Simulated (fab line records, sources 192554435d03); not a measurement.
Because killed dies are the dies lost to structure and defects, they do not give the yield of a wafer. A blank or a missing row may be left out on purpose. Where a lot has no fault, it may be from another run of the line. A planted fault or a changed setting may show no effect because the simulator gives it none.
Split-lot experiment ; flow n5Finfet ; 21 wafers read from 7 lots, route of 1938 steps

## THE SPLIT
At N5_BEOL_M8_ETCH_65 (etches SiARC in CF4, target depth 15.6 nm, time 26 s), the setting sourceW was moved away from the recipe's 545 W on 5 of the 21 wafers read, by -16.6% to +8.4%. All remaining wafers had this setting at the recipe value.

The reading comes from the split's own step.

## THE READING
rfVppV, in V, at N5_BEOL_M8_ETCH_65 (etches SiARC in CF4, target depth 15.6 nm, time 26 s). On this fab line, fault-free wafers typically give 184.2 V with a standard deviation of 1.2 V.

wafer;tool, chamber at the split;sourceW as run, W;against the recipe;rfVppV, V;against lot-mates on the recipe
L075.2;rieDiel-06, 1;545;recipe;185.7;-
L075.4;rieDiel-06, 2;545;recipe;185.4;-
L075.6;rieDiel-06, 2;590.6;+8.4%;180.1;-5.5
L076.2;rieDiel-02, 0;545;recipe;184.5;-
L076.4;rieDiel-02, 1;545;recipe;185.8;-
L076.6;rieDiel-02, 0;545;recipe;185.1;-
L079.1;rieDiel-02, 1;545;recipe;185.5;-
L079.4;rieDiel-02, 2;545;recipe;183.4;-
L079.6;rieDiel-02, 3;545;recipe;183.5;-
L083.2;rieDiel-06, 1;454.8;-16.6%;197.4;+13.0
L083.4;rieDiel-06, 0;545;recipe;184.4;-
L083.5;rieDiel-06, 2;454.8;-16.6%;197.0;+12.6
L087.1;rieDiel-06, 3;576.7;+5.8%;180.3;-1.9
L087.5;rieDiel-06, 3;545;recipe;182.2;-
L087.6;rieDiel-06, 2;576.7;+5.8%;180.7;-1.5
L092.1;rieDiel-02, 3;545;recipe;183.3;-
L092.5;rieDiel-02, 3;545;recipe;184.1;-
L092.6;rieDiel-02, 1;545;recipe;185.7;-
L096.2;rieDiel-02, 0;545;recipe;184.9;-
L096.3;rieDiel-02, 1;545;recipe;184.8;-
L096.4;rieDiel-02, 2;545;recipe;183.2;-

FIT RESULTS
A straight line over all 21 wafers: rfVppV changes by -0.732 V for each +1% of sourceW; r = -0.97; the points scatter about the line by 1.1 V.
The same after taking each lot's own level away (the mean of its wafers on the recipe; 21 wafers): -0.707 V for each +1%; r = -0.97; scatter 1 V.
That fit puts the effect of the largest move of sourceW on the reading at 12 V.
Across the lots, their own levels run from 182.20 to 185.55 V, a range of 2.8 times the standard deviation given above.
The two slopes are in agreement: the lot-to-lot level therefore moves the slope only a little.
Check: with one of the wafers moved furthest among these (-16.6%) left out of the fit, the line predicts +11.4 V for it against its lot-mates. Against them it came out at +13 V.
Tool readings at the split's step, against how far the setting was moved: etchRfOnTimeS r = -0.88; rfVppV r = -0.97.

## OTHER SPLITS APPLIED TO THESE WAFERS
These wafers also went through other splits before the reading. Each is held against what the fit with the lots' levels taken away leaves over:
other split on the same wafers;wafers away from the commonest value;r with rfVppV (lot level and that fit taken away)
N5_BEOL_M4_COAT_22 spinRpm;10;+0.04
N5_BEOL_M5_COAT_66 spinRpm;2;-0.28
N5_BEOL_M5_COAT_74 spinRpm;11;-0.17
N5_BEOL_M7_ILD_DEP_00 timeS;8;+0.12
N5_BEOL_M7_PECVD_70 tempC;8;+0.18
N5_BEOL_M7_DEP_56 timeS;4;-0.15

## THE WHOLE CHAIN: every reading that the file lists as answering this split, in the file's order
step;what it does;reading;change (the file's fit);r (the file's)
N5_BEOL_M8_ETCH_65;etches SiARC in CF4, target depth 15.6 nm, time 26 s;etchRfOnTimeS;withheld for each +1% of the setting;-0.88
N5_BEOL_M8_ETCH_65;etches SiARC in CF4, target depth 15.6 nm, time 26 s;rfVppV;-0.709 V for each +1% of the setting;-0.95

## FILE'S OWN FIT
rfVppV changes by -0.709 V for each +1% of sourceW, r = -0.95.
